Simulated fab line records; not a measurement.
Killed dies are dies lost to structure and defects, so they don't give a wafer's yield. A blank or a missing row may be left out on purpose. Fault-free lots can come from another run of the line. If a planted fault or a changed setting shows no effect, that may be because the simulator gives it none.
fab line records | flow n5Finfet
record: lots: 15 wafers: 45 lastDay: 18
route steps=1938 shown BEOL_M13@1705 BEOL_M14@1723
lots that met no fault: from a run of the same line without faults
startH: hours from the record's first day to the start of the lot's first wafer shown | waitH: how many hours have passed since the lot's step before this one | " the same as in the row above | L1.1+2: several wafers, shown together as one row | - no value, or no start given | * or withheld: withheld | < > ~ a bound
route shown NAME@n: NAME is a module with steps in the file, n the number in the route of the first one | usual: mean and standard deviation over wafers with no fault | same: alike in all rows | chamber/n: place in a boat | sites: the reading at each site | _std_site: how widely they spread, as a standard deviation | _edge_site: mean of outer sites minus mean of inner sites | radiusMm: how far each site lies from the wafer's centre | mask NAME#n: copy n | behind: tool/chamber where the wafer was last shaped | hold: what put the lot on hold/how long, in hours/how the hold closed | device: transistor that didn't switch, given as n, p or np | end of line: the tests these same wafers got at the end of their route | a step without rows: its recipe alone | killed: at the first sort, the dies lost to defects and structure; wafer yield is something else | map: a wafer's dies, x killed, . not, _ none there
set.NAME: the setting the step ran with; set.NAME@STEP: the setting that earlier step ran with | model.NAME: the simulator's own value behind a step, which no gauge read
a sample of lots followed through the steps of the route, with each step as a table and each wafer as a row
services: the hour from which a tool's chamber was out of use, counted from the record's first day as startH (under 0 if before that day), plus the number of hours and why
== steps ==
step: N5_BEOL_M13_SPUTTER_43
recipe: material: TaN targetThkA: 150 tempC: 50 biasV: 168.6 powerW: 15000 chamberPressurePa: 0.12 timeS: 24.19
usual: throttleValvePct: 30.2/1
columns lot.wafer tool chamber startH waitH throttleValvePct
L598.3 pvdSputter-03 - 249.12 0.0 28.6
L598.4 " - " " 31.6
L598.6 " - " " 31.4
L599.1 pvdSputter-03 - 261.43 0.0 31.3
L599.2 " - " " 31.6
L599.6 " - " " 28.8
L600.3 pvdSputter-03 - 261.93 0.0 31.3
L600.4 " - " " 28.8
L600.5 " - " " 28.9
L601.1 pvdSputter-01 - 265.11 0.0 29.7
L601.4 " - " " 28.6
L601.5 " - " " 28.7
L603.2 pvdSputter-02 - 273.70 0.0 29.7
L603.3 " - " " 31.1
L603.6 " - " " 29.5
L610.2 pvdSputter-02 - 312.14 0.0 29.6
L610.3 " - " " 31.1
L610.4 " - " " 31.3
L611.2 pvdSputter-02 - 319.53 0.0 31.0
L611.3 " - " " 29.7
L611.4 " - " " 30.9
L612.1 pvdSputter-02 - 322.13 0.0 29.5
L612.3 " - " " 30.9
L612.4 " - " " 31.1
L613.3 pvdSputter-01 - 323.71 0.0 28.7
L613.4 " - " " 29.0
L613.5 " - " " 29.1
L614.4 pvdSputter-02 - 365.83 0.0 31.0
L614.5 " - " " 31.1
L614.6 " - " " 29.6
L615.1 pvdSputter-02 - 376.64 0.0 31.0
L615.4 " - " " 29.7
L615.5 " - " " 30.8
L616.1 pvdSputter-02 - 377.00 0.0 29.7
L616.2 " - " " 31.1
L616.4 " - " " 31.0
L619.2 pvdSputter-03 - 378.01 0.0 28.8
L619.3 " - " " 29.2
L619.5 " - " " 29.4
L617.2 pvdSputter-03 - 378.57 0.0 31.4
L617.3 " - " " 29.3
L617.6 " - " " 31.5
L618.3 pvdSputter-02 - 402.91 0.0 31.1
L618.4 " - " " 29.7
L618.5 " - " " 31.0
step: N5_BEOL_M13_DEP_53
recipe: material: SiCN targetThkA: 500 tempC: withheld precursor: 3MS/NH3 pressureTorr: 3 rfW: 675 timeS: 17.8
usual: showerheadPlenumPTorr: 4.160/0.019 throttleValvePct: 18.3/1.1
columns lot.wafer tool chamber startH waitH showerheadPlenumPTorr throttleValvePct
L598.3 pecvd-03 1 250.21 0.0 4.173 20.3
L598.4 " 0 " " 4.167 18.5
L598.6 " 2 " " 4.131 17.1
L599.1 pecvd-03 2 262.52 0.0 4.137 17.3
L599.2 " 0 " " 4.163 18.5
L599.6 " 0 " " 4.162 18.3
L600.3 pecvd-03 2 263.03 0.0 4.133 17.0
L600.4 " 2 " " 4.142 17.5
L600.5 " 1 " " 4.180 20.3
L601.1 pecvd-04 1 266.22 0.0 4.121 17.5
L601.4 " 2 " " 4.176 16.7
L601.5 " 1 " " 4.125 17.3
L603.2 pecvd-03 2 276.78 0.0 4.143 17.4
L603.3 " 1 " " 4.170 19.9
L603.6 " 2 " " 4.151 17.8
L610.2 pecvd-02 1 313.24 0.0 4.155 19.8
L610.3 " 2 " " 4.152 17.9
L610.4 " 0 " " 4.189 18.9
L611.2 pecvd-03 2 320.98 0.0 4.135 17.1
L611.3 " 1 " " 4.176 20.5
L611.4 " 0 " " 4.147 18.6
L612.1 pecvd-02 1 323.30 0.0 4.152 19.8
L612.3 " 0 " " 4.187 19.0
L612.4 " 2 " " 4.151 17.4
L613.3 pecvd-02 1 325.70 0.0 4.157 20.1
L613.4 " 0 " " 4.191 18.9
L613.5 " 1 " " 4.150 20.1
L614.4 pecvd-03 2 366.94 0.0 4.144 17.1
L614.5 " 1 " " 4.171 20.1
L614.6 " 0 " " 4.164 18.3
L615.1 pecvd-02 1 377.96 0.0 4.155 19.8
L615.4 " 1 " " 4.149 19.9
L615.5 " 0 " " 4.189 19.3
L616.1 pecvd-02 1 378.23 0.0 4.144 20.0
L616.2 " 0 " " 4.185 18.8
L616.4 " 2 " " 4.150 18.0
L619.2 pecvd-04 0 379.11 0.0 4.166 17.3
L619.3 " 1 " " 4.121 17.7
L619.5 " 1 " " 4.116 17.4
L617.2 pecvd-04 1 379.67 0.0 4.132 17.3
L617.3 " 0 " " 4.166 17.1
L617.6 " 0 " " 4.163 17.4
L618.3 pecvd-02 2 404.10 0.0 4.145 18.0
L618.4 " 1 " " 4.151 19.8
L618.5 " 0 " " 4.198 18.9
step: N5_BEOL_M14_PEB_08
recipe: pebTempC: 130 pebTimeS: 90
usual: chillPlateTempC: 22.99/0.12 exhaustPa: 45.0/0.92 plateTempC: 130.01/0.14
columns lot.wafer tool chamber startH waitH chillPlateTempC exhaustPa plateTempC
L598.3 lithoTrack-01 0 250.72 0.0 23.20 43.3 129.95
L598.4 " 0 " " 23.16 42.9 129.84
L598.6 " 0 " " 23.13 43.6 130.05
L599.1 lithoTrack-04 0 263.16 0.1 23.15 45.1 130.00
L599.2 " 0 " " 22.85 45.2 130.11
L599.6 " 0 " " 22.94 45.1 130.22
L600.3 lithoTrack-05 0 263.67 0.0 23.08 45.7 129.98
L600.4 " 0 " " 23.09 45.2 129.83
L600.5 " 0 " " 23.02 46.2 129.78
L601.1 lithoTrack-01 0 266.87 0.1 23.01 44.2 130.13
L601.4 " 0 " " 23.09 45.3 129.96
L601.5 " 0 " " 22.84 45.7 129.99
L603.2 lithoTrack-01 0 277.29 0.0 23.12 44.1 130.08
L603.3 " 0 " " 22.99 44.7 129.86
L603.6 " 0 " " 22.95 44.9 130.02
L610.2 lithoTrack-01 - 313.75 0.1 - - -
L610.3 " - " " - - -
L610.4 " - " " - - -
L611.2 lithoTrack-04 - 321.49 0.0 - - -
L611.3 " - " " - - -
L611.4 " - " " - - -
L612.1 lithoTrack-04 - 323.89 0.1 - - -
L612.3 " - " " - - -
L612.4 " - " " - - -
L613.3 lithoTrack-05 0 326.21 0.0 22.84 45.2 130.06
L613.4 " 0 " " 23.03 45.1 130.05
L613.5 " 0 " " 22.98 43.8 129.97
L614.4 lithoTrack-04 0 367.44 0.0 23.22 44.8 130.16
L614.5 " 0 " " 23.07 45.5 130.04
L614.6 " 0 " " 23.10 45.2 129.90
L615.1 lithoTrack-04 0 378.47 0.1 23.08 44.6 129.87
L615.4 " 0 " " 23.00 45.8 129.75
L615.5 " 0 " " 23.00 45.8 129.58
L616.1 lithoTrack-01 0 378.74 0.1 23.05 46.4 130.23
L616.2 " 0 " " 23.11 45.0 130.32
L616.4 " 0 " " 23.08 45.9 130.12
L619.2 lithoTrack-04 0 379.74 0.0 22.86 45.7 130.10
L619.3 " 0 " " 22.84 45.8 129.93
L619.5 " 0 " " 22.84 45.6 129.90
L617.2 lithoTrack-05 0 380.30 0.0 22.97 45.3 130.07
L617.3 " 0 " " 23.05 45.1 130.02
L617.6 " 0 " " 22.87 44.7 129.73
L618.3 lithoTrack-01 0 404.73 0.0 23.07 44.1 129.99
L618.4 " 0 " " 22.96 43.7 129.89
L618.5 " 0 " " 22.92 44.7 129.92
step: N5_BEOL_M14_DESCUM_15
recipe: chemistry: O2 timeS: 7.9 sourcePowerW: 50 biasPowerW: 20 pressureMtorr: 20 rfFrequencyHz: 2.712e+07 tempC: 40 o2FlowSccm: 225
usual: drypumpMotorCurrentA: 5.7/0.43 oesProductAu: 0.80/0.088 rfVppV: 243.8/1.1 showerheadPlenumPTorr: 2.13/0.044 throttleValvePct: 20.34/0.21
columns lot.wafer tool chamber startH waitH drypumpMotorCurrentA oesProductAu rfHoursCounterH rfVppV showerheadPlenumPTorr throttleValvePct
L598.3 rieDiel-01 0 250.95 0.1 6.4 0.71 - 243.3 2.16 20.42
L598.4 " 1 " " 5.7 0.75 - 245.9 2.19 20.40
L598.6 " 0 " " 6.4 0.71 - 245.0 2.16 20.40
L599.1 rieDiel-03 0 263.36 0.0 5.9 0.86 61 243.1 2.21 20.30
L599.2 " 1 " " 5.3 0.82 69 243.0 2.14 20.53
L599.6 " 3 " " 5.2 0.68 - 243.8 2.15 20.48
L600.3 rieDiel-03 0 263.87 0.0 5.9 0.85 61 245.8 2.21 20.33
L600.4 " 0 " " 5.9 0.86 - 245.5 2.21 20.31
L600.5 " 3 " " 5.2 0.68 - 243.7 2.15 20.48
L601.1 rieDiel-05 2 267.07 0.0 5.9 0.89 21 243.0 2.12 20.21
L601.4 " 3 " " 5.7 0.94 12 243.1 2.05 20.46
L601.5 " 2 " " 5.9 0.89 - 244.0 2.12 20.20
L603.2 rieDiel-03 3 277.49 0.0 5.3 0.68 235 243.8 2.15 20.49
L603.3 " 0 " " 5.8 0.85 68 243.0 2.21 20.34
L603.6 " 2 " " 5.3 1.01 - 243.7 2.15 19.85
L610.2 rieDiel-05 1 313.96 0.0 5.1 0.72 188 243.7 2.08 20.15
L610.3 " 2 " " 5.9 0.85 38 243.2 2.11 20.24
L610.4 " 3 " " 5.7 0.91 - 243.2 2.05 20.47
L611.2 rieDiel-03 2 321.69 0.0 5.3 0.91 18 244.0 2.15 19.87
L611.3 " 1 " " 5.3 0.79 92 242.7 2.13 20.58
L611.4 " 0 " " 5.8 0.82 - 244.1 2.20 20.35
L612.1 rieDiel-05 1 324.14 0.1 5.1 0.72 193 243.1 2.08 20.17
L612.3 " 3 " " 5.7 0.89 36 242.4 2.05 20.49
L612.4 " 0 " " 6.5 1.00 1 243.2 2.13 19.80
L613.3 rieDiel-05 1 326.93 0.5 5.1 0.72 194 242.8 2.08 20.17
L613.4 " 0 " " 6.4 0.98 1 244.3 2.13 19.82
L613.5 " 1 " " 5.1 0.71 - 241.8 2.08 20.15
L614.4 rieDiel-03 2 368.06 0.5 5.3 0.88 36 243.3 2.14 19.90
L614.5 " 2 " " 5.3 0.88 - 242.8 2.14 19.88
L614.6 " 1 " " 5.3 0.78 - 243.3 2.12 20.61
L615.1 rieDiel-03 1 378.67 0.0 5.3 0.77 116 242.9 2.12 20.59
L615.4 " 3 " " 5.2 0.95 5 243.2 2.14 20.00
L615.5 " 1 " " 5.3 0.78 - 243.9 2.12 20.61
L616.1 rieDiel-05 2 378.94 0.0 5.9 0.82 62 244.0 2.11 20.28
L616.2 " 0 " " 6.4 0.92 18 244.2 2.13 19.85
L616.4 " 1 " " 5.1 0.69 209 242.9 2.07 20.19
L619.2 rieDiel-05 3 380.32 0.4 5.7 0.86 54 243.1 2.04 20.51
L619.3 " 0 " " 6.5 0.93 19 244.3 2.13 19.83
L619.5 " 2 " " 5.9 0.82 - 244.3 2.11 20.28
L617.2 rieDiel-05 3 380.79 0.3 5.7 0.86 54 243.4 2.04 20.51
L617.3 " 1 " " 5.1 0.70 210 242.3 2.07 20.18
L617.6 " 3 " " 5.7 0.86 - 242.8 2.04 20.51
L618.3 rieDiel-01 0 405.01 0.1 6.3 0.67 268 243.7 2.14 20.47
L618.4 " 0 " " 6.4 0.68 - 244.7 2.14 20.49
L618.5 " 2 " " 5.2 0.83 - 243.9 2.12 20.69
== services ==
columns tool chamber startH hours kind
rieDiel-05 - 228.13 0.4 repair
rieDiel-01 3 235.05 61.9 repair
lithoTrack-04 - 245.20 - consumableReplace:filter
pecvd-03 - 252.74 1.0 repair
rieDiel-03 2 254.30 - clean
rieDiel-05 2 271.67 4.7 repair
rieDiel-01 0 275.58 5.2 repair
rieDiel-05 1 291.08 6.5 repair
rieDiel-03 1 302.27 7.5 repair
rieDiel-05 0 309.54 - clean
rieDiel-05 0 309.54 - consumableReplace:focusRing
rieDiel-05 0 309.54 12.0 scheduledDown
rieDiel-05 0 309.54 12.0 ventCycle
rieDiel-01 0 317.42 11.6 repair
rieDiel-01 3 320.48 100.8 repair
rieDiel-03 2 326.80 3.5 repair
rieDiel-05 1 347.17 6.4 repair
pecvd-02 2 356.25 2.6 repair
rieDiel-03 3 360.01 6.0 repair
rieDiel-01 0 381.53 9.7 repair
pecvd-03 - 385.80 11.6 repair
rieDiel-01 - 386.22 3.8 repair
pvdSputter-01 - 389.72 7.3 repair
pecvd-04 - 399.53 2.8 pm
== key ==
firstSign: step: N5_BEOL_M14_PEB_08 reading: toolRecord direction: missing
effect none on later readings
metAt N5_BEOL_M14_PEB_08
struckLots L610,L611,L612
laterRowsLeftOut L610.2,L610.3,L610.4,L611.2,L611.3,L611.4,L612.1,L612.3,L612.4
sortLeftOut L610.2,L610.3,L610.4,L611.2,L611.3,L611.4,L612.1,L612.3,L612.4
notActingAt N5_BEOL_M13_SPUTTER_43,N5_BEOL_M13_DEP_53,N5_BEOL_M14_DESCUM_15
onsetBetween 277.29 313.75
fault: kind: skippedStepWhole tool: lithoTrack-01,lithoTrack-04 chamber: - onsetH: 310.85 steps: N5_BEOL_M14_PEB_08 scope: struckLotsOnly
sortLeftOut: the simulated sort isn't trusted on such a fault, so these wafers' sort isn't shown, and their yield isn't known
laterRowsLeftOut: the simulator's readings of these wafers behind a module that went badly wrong aren't trusted and aren't shown, but for the sort
